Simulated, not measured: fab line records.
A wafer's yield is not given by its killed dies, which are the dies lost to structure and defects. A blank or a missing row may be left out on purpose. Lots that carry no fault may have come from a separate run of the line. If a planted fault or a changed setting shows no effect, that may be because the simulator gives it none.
fab line records    flow n5-finfet
record lots=4  wafers=21
route steps=1938 shown MOL_CONTACT_COAG@517 BEOL_M0_SAQP@636 BEOL_M0_CUTY@705 BEOL_M1@800 BEOL_M2@881 BEOL_M3@941
start-h: hours from the record's opening day to when the first of the lot's shown wafers began    wait-h: hours elapsed since this lot's preceding step    " the same as in the row above    L1.1+2: several wafers, shown together as one row    - either no value or no given start    * or withheld: withheld    < > ~ a bound
route shown NAME@n: a module of which the file shows steps, and the number in the route of the first    usual: mean and standard deviation over wafers with no fault    same: alike in all rows    chamber/n: place in a boat    sites: per-site readings    _std_site: the values' standard deviation    _edge_site: inner sites' mean taken away from outer sites' mean    radius-mm: for every site, how far away it sits from the centre of the wafer    mask NAME#n: copy n    behind: tool/chamber where the wafer was last shaped    hold: cause of the lot's hold/its duration in hours/its outcome    device: which transistor (n, p or np) failed to switch    end of line: at the end of the route, the tests of the same wafers    a step with no rows: only its recipe    killed: not the wafer's yield, but the dies lost to structure and defects at the first sort    map: per-die view of a wafer (x killed, . not killed, _ where there is no die)
set.NAME: the run value of the setting; set.NAME@STEP: its run value at that earlier step    model.NAME: the simulator's own value behind a step, which no gauge read
one table per step and one row per wafer, for lots whose settings were changed on purpose
## steps
# step N5_MOL_CONTACT_COAG_COAT_103
# recipe resist=SOC  temp-c=250  time-s=60  spin-rpm=1500  resist-thk-nm=80
lot.wafer   tool            chamber  start-h  wait-h  set.spin-rpm  model.SOC_of_MOL_CONTACT_COAG_COAT_103.thk-nm
L079.1      litho-track-05  0        120.33   0.0     1389          83.4
L079.2      "               0        "        "       1389          83.2
L079.3+4    "               0        "        "       1500          79.8
L079.5      "               0        "        "       1500          80
L079.6      "               0        "        "       1389          83
L081.4+5    litho-track-05  0        132.37   0.0     1500          80
L081.6      "               0        "        "       1500          79.8
L087.1+2+5  litho-track-03  0        171.45   0.0     1500          80.2
L087.3+6    "               0        "        "       1437          82
L087.4      "               0        "        "       1437          81.8
L089.1      litho-track-03  0        183.52   0.0     1544          79
L089.2      "               0        "        "       1544          79.4
L089.3      "               0        "        "       1500          80.4
L089.4+6    "               0        "        "       1500          80.2
L089.5      "               0        "        "       1544          79.2
# step N5_MOL_CONTACT_COAG_COAT_104
# recipe resist=SiARC  temp-c=220  time-s=60  spin-rpm=1500  resist-thk-nm=12
# step N5_MOL_CONTACT_COAG_COAT_58
# recipe resist=underlayer  temp-c=205  time-s=60  spin-rpm=1500  resist-thk-nm=10
# step N5_MOL_CONTACT_COAG_ETCH_59
# recipe chemistry=N2/H2  target=underlayer  target-depth-a=130  mask-material=CAR-EUV  time-s=10.4  ion-energy-ev=200  pressure-mtorr=30  source-w=840  bias-w=150  n2-flow-sccm=200  h2-flow-sccm=200  ends=cleared
# step N5_MOL_CONTACT_COAG_ETCH_105
# recipe chemistry=CF4  target=SiARC  target-depth-a=156  mask-material=CAR-EUV  time-s=26  ion-energy-ev=80  pressure-mtorr=40  source-w=545  bias-w=36  Ar_flow_sccm=100  cf4-flow-sccm=100  ends=cleared
# step N5_MOL_CONTACT_COAG_ETCH_106
# recipe chemistry=N2/H2  target=SOC  target-depth-a=800  overetch-a=160  mask-material=SiARC  temp-c=40  time-s=120  ion-energy-ev=200  pressure-mtorr=30  source-w=840  bias-w=150  n2-flow-sccm=200  h2-flow-sccm=200
lot.wafer  tool         chamber  start-h  wait-h  set.spin-rpm@MOL_CONTACT_COAG_COAT_103  model.etch.depth-nm
L079.1     rie-diel-01  0        120.92   0.0     1389                                    83.35
L079.2     "            3        "        "       1389                                    83.21
L079.3     "            2        "        "       1500                                    79.88
L079.4     "            1        "        "       1500                                    79.85
L079.5     "            1        "        "       1500                                    80.05
L079.6     "            2        "        "       1389                                    83.07
L081.4+5   rie-diel-01  0,1      133.41   0.0     1500                                    80.07
L081.6     "            0        "        "       1500                                    79.87
L087.1     rie-diel-03  3        171.92   0.0     1500                                    80.24
L087.2     "            1        "        "       1500                                    80.15
L087.3     "            2        "        "       1437                                    82.06
L087.4     "            0        "        "       1437                                    81.82
L087.5     "            2        "        "       1500                                    80.19
L087.6     "            3        "        "       1437                                    81.94
L089.1     rie-diel-03  0        184.23   0.0     1544                                    79.05
L089.2     "            2        "        "       1544                                    79.33
L089.3     "            3        "        "       1500                                    80.43
L089.4+6   "            1        "        "       1500                                    80.25
L089.5     "            0        "        "       1544                                    79.11
# step N5_MOL_CONTACT_COAG_STRIP_107
# recipe chemistry=N2/H2  temp-c=40  n2-flow-sccm=200  h2-flow-sccm=200  rf-frequency-hz=6e+07
# step N5_MOL_CONTACT_COAG_STRIP_108
# recipe chemistry=N2/H2  temp-c=40  n2-flow-sccm=200  h2-flow-sccm=200  rf-frequency-hz=6e+07
# step N5_MOL_CONTACT_COAG_CONTACT_ETCH_14
# recipe chemistry=C4F6/O2  target=SiO2  target-depth-a=275  overetch-a=85  mask-material=SOC  pressure-mtorr=30  source-w=370  bias-w=185  Ar_flow_sccm=300  C4F6_flow_sccm=16  O2_flow_sccm=10  time-s=20  ion-energy-ev=259.6
# step N5_MOL_CONTACT_COAG_STRIP_109
# recipe chemistry=C4F6/O2  resist=SiARC  rf-frequency-hz=6e+07
# step N5_MOL_CONTACT_COAG_ETCH_15
# recipe chemistry=CH3F/O2  target=SiNx  target-depth-a=70  mask-material=SOC  stop-on=Si:P  over-etch-frac=0.75  ion-energy-ev=120  pressure-mtorr=30  source-w=395  bias-w=73  Ar_flow_sccm=150  CH3F_flow_sccm=30  O2_flow_sccm=20
lot.wafer   tool         chamber  start-h  wait-h  set.spin-rpm@MOL_CONTACT_COAG_COAT_103  model.SOC_of_MOL_CONTACT_COAG_COAT_103.thk-nm
L079.1      rie-diel-01  0        121.06   0.0     1389                                    78.8
L079.2+6    "            3,2      "        "       1389                                    78.2
L079.3      "            2        "        "       1500                                    75
L079.4      "            1        "        "       1500                                    75.2
L079.5      "            1        "        "       1500                                    75.4
L081.4+5+6  rie-diel-01  0,1,0    133.55   0.0     1500                                    75.4
L087.1+5    rie-diel-03  3,2      172.06   0.0     1500                                    75.6
L087.2      "            1        "        "       1500                                    75.4
L087.3      "            2        "        "       1437                                    77.4
L087.4      "            0        "        "       1437                                    76.8
L087.6      "            3        "        "       1437                                    77.2
L089.1+5    rie-diel-03  0        184.37   0.0     1544                                    74.2
L089.2      "            2        "        "       1544                                    74.6
L089.3      "            3        "        "       1500                                    75.8
L089.4+6    "            1        "        "       1500                                    75.6
# step N5_MOL_CONTACT_COAG_VIA_ETCH_46
# recipe chemistry=C4F6/O2  target-depth-a=460  overetch-a=92  mask-material=SOC  target=SiO2  bias-w=455  pressure-mtorr=10  time-s=40  source-w=325  Ar_flow_sccm=300  C4F6_flow_sccm=10  O2_flow_sccm=10  ion-energy-ev=575.3  ends=end-point
# usual rf-vpp-V=1576/38
lot.wafer  tool         chamber  start-h  wait-h  set.bias-w  rf-vpp-V
L079.1     rie-diel-06  2        131.39   0.0     455         1539
L079.2     "            3        "        "       422         1505
L079.3     "            1        "        "       455         1619
L079.4     "            0        "        "       422         1433
L079.5     "            2        "        "       422         1456
L079.6     "            3        "        "       455         1595
L081.4     rie-diel-01  3        144.01   0.0     455         1625
L081.5     "            0        "        "       455         1601
L081.6     "            1        "        "       455         1594
L087.1     rie-diel-06  3        184.18   0.0     455         1593
L087.2     "            1        "        "       416.3       1515
L087.3     "            0        "        "       416.3       1418
L087.4     "            2        "        "       455         1539
L087.5     "            3        "        "       455         1593
L087.6     "            2        "        "       416.3       1439
L089.1     rie-diel-06  1        198.84   0.0     455         1619
L089.2     "            0        "        "       528.5       1695
L089.3     "            3        "        "       455         1593
L089.4     "            2        "        "       455         1538
L089.5     "            2        "        "       528.5       1721
L089.6     "            3        "        "       528.5       1781
# step N5_MOL_CONTACT_COAG_COAT_64
# recipe resist=underlayer  temp-c=205  time-s=60  spin-rpm=1500  resist-thk-nm=10
lot.wafer   tool            chamber  start-h  wait-h  set.spin-rpm  model.underlayer_of_MOL_CONTACT_COAG_COAT_64.thk-nm
L079.1+2+4  litho-track-05  0        -        -       1500          10
L079.3+5+6  "               0        "        "       1564          9.8
L081.4+5+6  litho-track-05  0        -        -       1500          10
L087.1+5+6  litho-track-01  0        -        -       1500          10
L087.2+3+4  "               0        "        "       1454          10.2
L089.1+3+5  litho-track-05  0        -        -       1610          9.6
L089.2+4+6  "               0        "        "       1500          10
# step N5_MOL_CONTACT_COAG_COAT_34
# recipe resist=CAR-EUV  spin-rpm=1500  resist-thk-nm=40
# step N5_MOL_CONTACT_COAG_EBR_36
# recipe solvent=PGMEA  ebr-width-mm=1.5
# step N5_MOL_CONTACT_COAG_DESCUM_45
# recipe chemistry=O2  time-s=7  source-power-w=50  bias-power-w=20  pressure-mtorr=20  rf-frequency-hz=2.712e+07  temp-c=40  resist=CAR-EUV  o2-flow-sccm=225
# step N5_MOL_CONTACT_COAG_ETCH_65
# recipe chemistry=N2/H2  target=underlayer  target-depth-a=130  mask-material=CAR-EUV  time-s=10.4  ion-energy-ev=200  pressure-mtorr=30  source-w=840  bias-w=150  n2-flow-sccm=200  h2-flow-sccm=200  ends=cleared
lot.wafer  tool         chamber  start-h  wait-h  set.spin-rpm@MOL_CONTACT_COAG_COAT_64  model.etch.depth-nm
L079.1     rie-diel-03  1        132.20   0.0     1500                                   9.992
L079.2     "            2        "        "       1500                                   10.03
L079.3     "            0        "        "       1564                                   9.805
L079.4     "            3        "        "       1500                                   9.989
L079.5     "            1        "        "       1564                                   9.799
L079.6     "            0        "        "       1564                                   9.803
L081.4     rie-diel-03  1        144.95   0.0     1500                                   10.02
L081.5     "            0        "        "       1500                                   9.999
L081.6     "            1        "        "       1500                                   9.987
L087.1     rie-diel-01  3        185.41   0.0     1500                                   10
L087.2     "            2        "        "       1454                                   10.14
L087.3+4   "            1,0      "        "       1454                                   10.13
L087.5     "            0        "        "       1500                                   9.988
L087.6     "            1        "        "       1500                                   9.995
L089.1     rie-diel-06  3        199.65   0.0     1610                                   9.656
L089.2     "            2        "        "       1500                                   10.03
L089.3     "            1        "        "       1610                                   9.7
L089.4+6   "            0,2      "        "       1500                                   10.01
L089.5     "            1        "        "       1610                                   9.646
# step N5_BEOL_M0_SAQP_PECVD_96
# recipe material=a-Si  target-thk-a=450  temp-c=350  precursor=SiH4/He  pressure-torr=3  rf-w=100  time-s=45.2
lot.wafer  tool      chamber  start-h  wait-h  set.time-s  model.a-Si_of_BEOL_M0_SAQP_PECVD_96.thk-nm
L079.1+5   pecvd-04  2,0      139.20   0.0     45.2        45.2
L079.2     "         1        "        "       45.2        43.8
L079.3+4   "         0,1      "        "       38.94       38.4
L079.6     "         2        "        "       38.94       39.4
L081.4     pecvd-02  2        151.54   0.0     45.2        44.4
L081.5     "         1        "        "       45.2        43.8
L081.6     "         0        "        "       45.2        45.2
L087.1     pecvd-01  1        191.19   0.0     45.2        44.6
L087.2+3   "         0,2      "        "       40.7        39.4
L087.4     "         2        "        "       45.2        45
L087.5     "         1        "        "       40.7        41
L087.6     "         0        "        "       45.2        44.8
L089.1     pecvd-04  2        205.70   0.0     45.2        44.4
L089.2     "         1        "        "       45.2        43.4
L089.3     "         0        "        "       45.2        43.2
L089.4     "         0        "        "       45.2        43.6
L089.5     "         1        "        "       45.2        44.6
L089.6     "         2        "        "       45.2        45.2
# step N5_BEOL_M0_CUTY_EXPOSE_54
# recipe mask-id=M0_ABLK  na=1.35  source-shape=conventional  sigma-outer=0.8  polarization=unpolarized  dose-mj=36
lot.wafer         tool             chamber  start-h  wait-h  mask       set.dose-mj
L079.1+3+4        arfi-scanner-01  0        148.55   -       M0_ABLK#0  36
L079.2+5+6        "                0        "        "       M0_ABLK#0  35.28
L081.4+5+6        arfi-scanner-03  0        158.10   -       M0_ABLK#0  36
L087.1+3+6        arfi-scanner-01  0        199.50   -       M0_ABLK#0  36
L087.2+4+5        "                0        "        "       M0_ABLK#0  37.5
L089.1+2+3+4+5+6  arfi-scanner-02  0        212.07   -       M0_ABLK#0  36
# step N5_BEOL_M0_CUTY_PEB_55
# recipe peb-temp-c=110  peb-time-s=60  resist=CAR-ArF-block
# step N5_BEOL_M0_CUTY_DEVELOP_56
# recipe develop-time-s=30  developer=TMAH  resist=CAR-ArF-block  rinse-liquid=diw  dry=air-spin  dev-temp-c=23
# step N5_BEOL_M0_CUTY_CD_MEAS_57
# recipe target-cd-nm=200  landing-energy-ev=500  detector=se-inlens  polarity=line
# usual cd-nm=199.7/1.2
lot.wafer  tool       chamber  start-h  wait-h  set.dose-mj@BEOL_M0_CUTY_EXPOSE_54  cd-nm
L079.1     cd-sem-02  0        148.67   -       36                                  197.2
L079.2     "          0        "        "       35.28                               200.9
L079.3     "          0        "        "       36                                  199.0
L079.4     "          0        "        "       36                                  199.0
L079.5     "          0        "        "       35.28                               200.1
L079.6     "          0        "        "       35.28                               201.2
L081.4     cd-sem-03  0        158.21   -       36                                  198.8
L081.5     "          0        "        "       36                                  199.4
L081.6     "          0        "        "       36                                  198.8
L087.1     cd-sem-01  0        199.62   -       36                                  202.0
L087.2     "          0        "        "       37.5                                198.4
L087.3     "          0        "        "       36                                  201.4
L087.4     "          0        "        "       37.5                                198.4
L087.5     "          0        "        "       37.5                                198.4
L087.6     "          0        "        "       36                                  201.8
L089.1     cd-sem-01  0        212.19   -       36                                  198.6
L089.2     "          0        "        "       36                                  199.3
L089.3     "          0        "        "       36                                  198.6
L089.4     "          0        "        "       36                                  198.5
L089.5     "          0        "        "       36                                  197.9
L089.6     "          0        "        "       36                                  199.2
# step N5_BEOL_M1_TRENCH_ETCH_37
# recipe chemistry=C4F6/O2  target-depth-a=552.07  target=SiOC  time-s=29  ion-energy-ev=250  pressure-mtorr=30  source-w=355  bias-w=185  Ar_flow_sccm=300  C4F6_flow_sccm=10  O2_flow_sccm=10
lot.wafer  tool         chamber  start-h  wait-h  set.time-s  model.etch.depth-nm  model.BEOL_M1.feature-depth-nm  model.TiN_of_BEOL_M1_HM_DEP_02.thk-nm
L079.1     rie-diel-02  3        -        -       29          55.18                55.2                            17.8
L079.2     "            2        "        "       29          54.45                54.4                            18
L079.3     "            1        "        "       29          53.06                53                              18
L079.4     "            0        "        "       29          52.63                52.6                            18
L079.5     "            2        "        "       29          54.47                54.4                            17.8
L079.6     "            3        "        "       29          55.28                55.2                            17.6
L081.4     rie-diel-02  1        -        -       29          53.81                53.8                            17.8
L081.5     "            0        "        "       29          52.94                53                              17.8
L081.6     "            3        "        "       29          55.64                55.6                            17.8
L089.1     rie-diel-02  2        -        -       25.22       50.07                50                              18
L089.2     "            1        "        "       25.22       46.2                 46.2                            18.4
L089.3     "            0        "        "       25.22       46.25                46.2                            18.4
L089.4     "            3        "        "       29          55.26                55.2                            18
L089.5     "            1        "        "       29          53.35                53.4                            18
L089.6     "            2        "        "       29          57.28                57.2                            17.8
L087.1     rie-diel-04  3        -        -       35.01       67.28                67.2                            17.2
L087.2     "            1        "        "       29          56.3                 56.2                            17.8
L087.3     "            2        "        "       35.01       67.92                68                              17.2
L087.4     "            0        "        "       29          55.23                55.2                            17.8
L087.5     "            0        "        "       35.01       65.95                66                              17.2
L087.6     "            1        "        "       29          56.18                56.2                            17.8
# step N5_BEOL_M1_ETCH_41
# recipe chemistry=CH3F/O2  target=SiCN  target-depth-a=319  taper-deg=2  time-s=57.8  ion-energy-ev=120  mask-material=TiN  pressure-mtorr=30  source-w=395  bias-w=75  Ar_flow_sccm=150  CH3F_flow_sccm=30  O2_flow_sccm=20
# step N5_BEOL_M1_STRIP_97
# recipe chemistry=N2/H2  time-s=10  power-w=450  temp-c=40  pressure-mtorr=20  rf-frequency-hz=6e+07  bias-power-w=7  n2-flow-sccm=200  h2-flow-sccm=200
# step N5_BEOL_M1_OCD_MEAS_38
# usual trench-depth-nm=54.4/1.3
lot.wafer  tool    chamber  start-h  wait-h  set.time-s@BEOL_M1_TRENCH_ETCH_37  trench-depth-nm
L079.1     ocd-01  -        165.63   -       29                                 54.8
L079.2     "       -        "        "       29                                 54.1
L079.3     "       -        "        "       29                                 52.6
L079.4     "       -        "        "       29                                 53.1
L079.5     "       -        "        "       29                                 54.5
L079.6     "       -        "        "       29                                 55.2
L081.4     ocd-02  -        169.51   -       29                                 54.2
L081.5     "       -        "        "       29                                 52.6
L081.6     "       -        "        "       29                                 55.3
L089.1     ocd-01  -        227.83   -       25.22                              50.4
L089.2     "       -        "        "       25.22                              46.6
L089.3     "       -        "        "       25.22                              46.3
L089.4     "       -        "        "       29                                 55.1
L089.5     "       -        "        "       29                                 53.4
L089.6     "       -        "        "       29                                 57.2
L087.1     ocd-02  -        227.86   -       35.01                              67.6
L087.2     "       -        "        "       29                                 55.9
L087.3     "       -        "        "       35.01                              68.4
L087.4     "       -        "        "       29                                 55.5
L087.5     "       -        "        "       35.01                              66.6
L087.6     "       -        "        "       29                                 55.9
# step N5_BEOL_M2_ETCH_69
# recipe chemistry=CF4  target=SiARC  target-depth-a=156  mask-material=CAR-EUV  time-s=26  ion-energy-ev=80  pressure-mtorr=40  source-w=545  bias-w=36  Ar_flow_sccm=100  cf4-flow-sccm=100  ends=cleared
# usual rf-vpp-V=184.1/1
lot.wafer  tool         chamber  start-h  wait-h  set.bias-w  rf-vpp-V
L079.1     rie-diel-01  1        173.09   0.0     36          185.2
L079.2     "            3        "        "       36          183.7
L079.3     "            2        "        "       36          184.7
L079.4     "            0        "        "       36          185.8
L079.5     "            0        "        "       36          184.3
L079.6     "            1        "        "       36          182.6
L081.4     rie-diel-06  0        176.82   0.0     36          186.8
L081.5     "            0        "        "       36          185.5
L081.6     "            3        "        "       36          183.5
L087.1     rie-diel-06  0        236.25   0.0     32.07       171.7
L087.2     "            2        "        "       32.07       171.5
L087.3     "            3        "        "       36          183.9
L087.4     "            3        "        "       36          184.9
L087.5     "            2        "        "       36          183.5
L087.6     "            0        "        "       32.07       172.1
L089.1     rie-diel-03  2        236.76   0.0     36          184.6
L089.2     "            1        "        "       32          171.3
L089.3     "            0        "        "       32          169.7
L089.4     "            3        "        "       36          183.3
L089.5     "            0        "        "       36          181.6
L089.6     "            3        "        "       32          170.4
# step N5_BEOL_M3_EXPOSE_08
# recipe mask-id=M3  na=0.33  source-shape=dipole  sigma-inner=0.369  sigma-outer=0.767  polarization=unpolarized  dose-mj=33
lot.wafer   tool            chamber  start-h  wait-h  mask  set.dose-mj
L079.1+2+5  euv-scanner-01  0        181.87   -       M3#0  33
L079.3+4+6  "               0        "        "       M3#0  31.47
L081.4+5+6  euv-scanner-02  0        182.68   -       M3#0  33
L087.1+2+5  euv-scanner-02  0        242.79   -       M3#0  33
L087.3+4+6  "               0        "        "       M3#0  32.02
L089.1+3+6  euv-scanner-02  0        242.98   -       M3#0  33
L089.2+4+5  "               0        "        "       M3#0  30.54
# step N5_BEOL_M3_PEB_09
# recipe peb-temp-c=100  peb-time-s=60  resist=CAR-EUV
# step N5_BEOL_M3_DEVELOP_10
# recipe develop-time-s=30  developer=TMAH  resist=CAR-EUV  rinse-liquid=surfactant-rinse  dry=air-spin  dev-temp-c=23
# step N5_BEOL_M3_CD_MEAS_11
# recipe target-cd-nm=17.05  landing-energy-ev=500  detector=se-inlens  polarity=opening
# usual cd-nm=16.97/0.24
lot.wafer  tool       chamber  start-h  wait-h  set.dose-mj@BEOL_M3_EXPOSE_08  cd-nm
L079.1     cd-sem-02  0        181.99   -       33                             17.18
L079.2     "          0        "        "       33                             17.03
L079.3     "          0        "        "       31.47                          15.84
L079.4     "          0        "        "       31.47                          15.59
L079.5     "          0        "        "       33                             16.53
L079.6     "          0        "        "       31.47                          16.06
L081.4     cd-sem-02  0        182.79   -       33                             16.84
L081.5     "          0        "        "       33                             17.03
L081.6     "          0        "        "       33                             17.23
L087.1     cd-sem-01  0        242.92   -       33                             16.88
L087.2     "          0        "        "       33                             16.53
L087.3     "          0        "        "       32.02                          16.46
L087.4     "          0        "        "       32.02                          16.29
L087.5     "          0        "        "       33                             16.92
L087.6     "          0        "        "       32.02                          16.24
L089.1     cd-sem-03  0        243.10   -       33                             17.05
L089.2     "          0        "        "       30.54                          15.72
L089.3     "          0        "        "       33                             17.16
L089.4     "          0        "        "       30.54                          15.40
L089.5     "          0        "        "       30.54                          15.31
L089.6     "          0        "        "       33                             17.25
# step N5_BEOL_M3_DESCUM_16
# recipe chemistry=O2  time-s=7  source-power-w=50  bias-power-w=20  pressure-mtorr=20  rf-frequency-hz=2.712e+07  temp-c=40  resist=CAR-EUV  o2-flow-sccm=225
# step N5_BEOL_M3_ETCH_74
# recipe chemistry=N2/H2  target=underlayer  target-depth-a=65  mask-material=CAR-EUV  time-s=5.2  ion-energy-ev=200  pressure-mtorr=30  source-w=840  bias-w=150  n2-flow-sccm=200  h2-flow-sccm=200  ends=cleared
lot.wafer   tool         chamber  start-h  wait-h  set.dose-mj@BEOL_M3_EXPOSE_08  model.BEOL_M3.cd-offset-nm
L079.1      rie-diel-05  2        182.17   0.0     33                             -0.2
L079.2+5    "            1        "        "       33                             0
L079.3+6    "            0        "        "       31.47                          -1.2
L079.4      "            3        "        "       31.47                          -1
L081.4      rie-diel-02  3        182.97   0.0     33                             0.2
L081.5      "            0        "        "       33                             -0.2
L081.6      "            1        "        "       33                             0
L087.1      rie-diel-04  0        243.11   0.0     33                             -0.2
L087.2      "            1        "        "       33                             0
L087.3+4+6  "            3,2,3    "        "       32.02                          -0.6
L087.5      "            2        "        "       33                             -0.4
L089.1      rie-diel-02  1        243.57   0.0     33                             -0.6
L089.2+5    "            3,0      "        "       30.54                          -1.8
L089.3+6    "            2,1      "        "       33                             -0.4
L089.4      "            0        "        "       30.54                          -1.6
# step N5_BEOL_M3_ETCH_63
# recipe chemistry=CF4  target=SiARC  target-depth-a=156  mask-material=CAR-EUV  time-s=26  ion-energy-ev=80  pressure-mtorr=40  source-w=545  bias-w=36  Ar_flow_sccm=100  cf4-flow-sccm=100  ends=cleared
lot.wafer   tool         chamber  start-h  wait-h  set.dose-mj@BEOL_M3_EXPOSE_08  model.BEOL_M3.cd-offset-nm
L079.1+2+5  rie-diel-05  2,1,1    182.19   0.0     33                             0
L079.3+6    "            0        "        "       31.47                          -1.2
L079.4      "            3        "        "       31.47                          -1
L081.4      rie-diel-02  3        182.99   0.0     33                             0.2
L081.5      "            0        "        "       33                             -0.2
L081.6      "            1        "        "       33                             0
L087.1+5    rie-diel-04  0,2      243.13   0.0     33                             -0.4
L087.2      "            1        "        "       33                             -0.2
L087.3+4+6  "            3,2,3    "        "       32.02                          -0.6
L089.1      rie-diel-02  1        243.58   0.0     33                             -0.6
L089.2      "            3        "        "       30.54                          -1.8
L089.3+6    "            2,1      "        "       33                             -0.4
L089.4      "            0        "        "       30.54                          -1.4
L089.5      "            0        "        "       30.54                          -1.6
## key
split step=N5_MOL_CONTACT_COAG_COAT_103  setting=spin-rpm  stated=1500  by=wafer
response step=N5_MOL_CONTACT_COAG_COAT_103  reading=model.SOC_of_MOL_CONTACT_COAG_COAT_103.thk-nm  change=-0.433  per=1%  r=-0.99
response step=N5_MOL_CONTACT_COAG_ETCH_106  reading=model.etch.depth-nm  change=-0.432  per=1%  r=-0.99
response step=N5_MOL_CONTACT_COAG_ETCH_15  reading=model.SOC_of_MOL_CONTACT_COAG_COAT_103.thk-nm  change=-0.424  per=1%  r=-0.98
split step=N5_MOL_CONTACT_COAG_VIA_ETCH_46  setting=bias-w  stated=455  by=wafer
response step=N5_MOL_CONTACT_COAG_VIA_ETCH_46  reading=rf-vpp-V  change=+11.1  per=1%  r=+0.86
split step=N5_MOL_CONTACT_COAG_COAT_64  setting=spin-rpm  stated=1500  by=wafer
response step=N5_MOL_CONTACT_COAG_COAT_64  reading=model.underlayer_of_MOL_CONTACT_COAG_COAT_64.thk-nm  change=-0.0541  per=1%  r=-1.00
response step=N5_MOL_CONTACT_COAG_ETCH_65  reading=model.etch.depth-nm  change=-0.0473  per=1%  r=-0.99
split step=N5_BEOL_M0_SAQP_PECVD_96  setting=time-s  stated=45.2  by=wafer
response step=N5_BEOL_M0_SAQP_PECVD_96  reading=model.a-Si_of_BEOL_M0_SAQP_PECVD_96.thk-nm  change=+0.452  per=1%  r=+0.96
split step=N5_BEOL_M0_CUTY_EXPOSE_54  setting=dose-mj  stated=36  by=wafer
response step=N5_BEOL_M0_CUTY_CD_MEAS_57  reading=cd-nm  change=-0.869  per=1%  r=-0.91
split step=N5_BEOL_M1_TRENCH_ETCH_37  setting=time-s  stated=29  by=wafer
response step=N5_BEOL_M1_TRENCH_ETCH_37  reading=model.etch.depth-nm  change=+0.555  per=1%  r=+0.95
response step=N5_BEOL_M1_TRENCH_ETCH_37  reading=model.BEOL_M1.feature-depth-nm  change=+0.557  per=1%  r=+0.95
response step=N5_BEOL_M1_TRENCH_ETCH_37  reading=model.TiN_of_BEOL_M1_HM_DEP_02.thk-nm  change=-0.028  per=1%  r=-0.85
response step=N5_BEOL_M1_OCD_MEAS_38  reading=trench-depth-nm  change=+0.568  per=1%  r=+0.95
split step=N5_BEOL_M2_ETCH_69  setting=bias-w  stated=36  by=wafer
response step=N5_BEOL_M2_ETCH_69  reading=rf-vpp-V  change=+1.14  per=1%  r=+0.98
split step=N5_BEOL_M3_EXPOSE_08  setting=dose-mj  stated=33  by=wafer
response step=N5_BEOL_M3_CD_MEAS_11  reading=cd-nm  change=+0.22  per=1%  r=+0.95
response step=N5_BEOL_M3_ETCH_74  reading=model.BEOL_M3.cd-offset-nm  change=+0.181  per=1%  r=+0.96
response step=N5_BEOL_M3_ETCH_63  reading=model.BEOL_M3.cd-offset-nm  change=+0.169  per=1%  r=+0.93
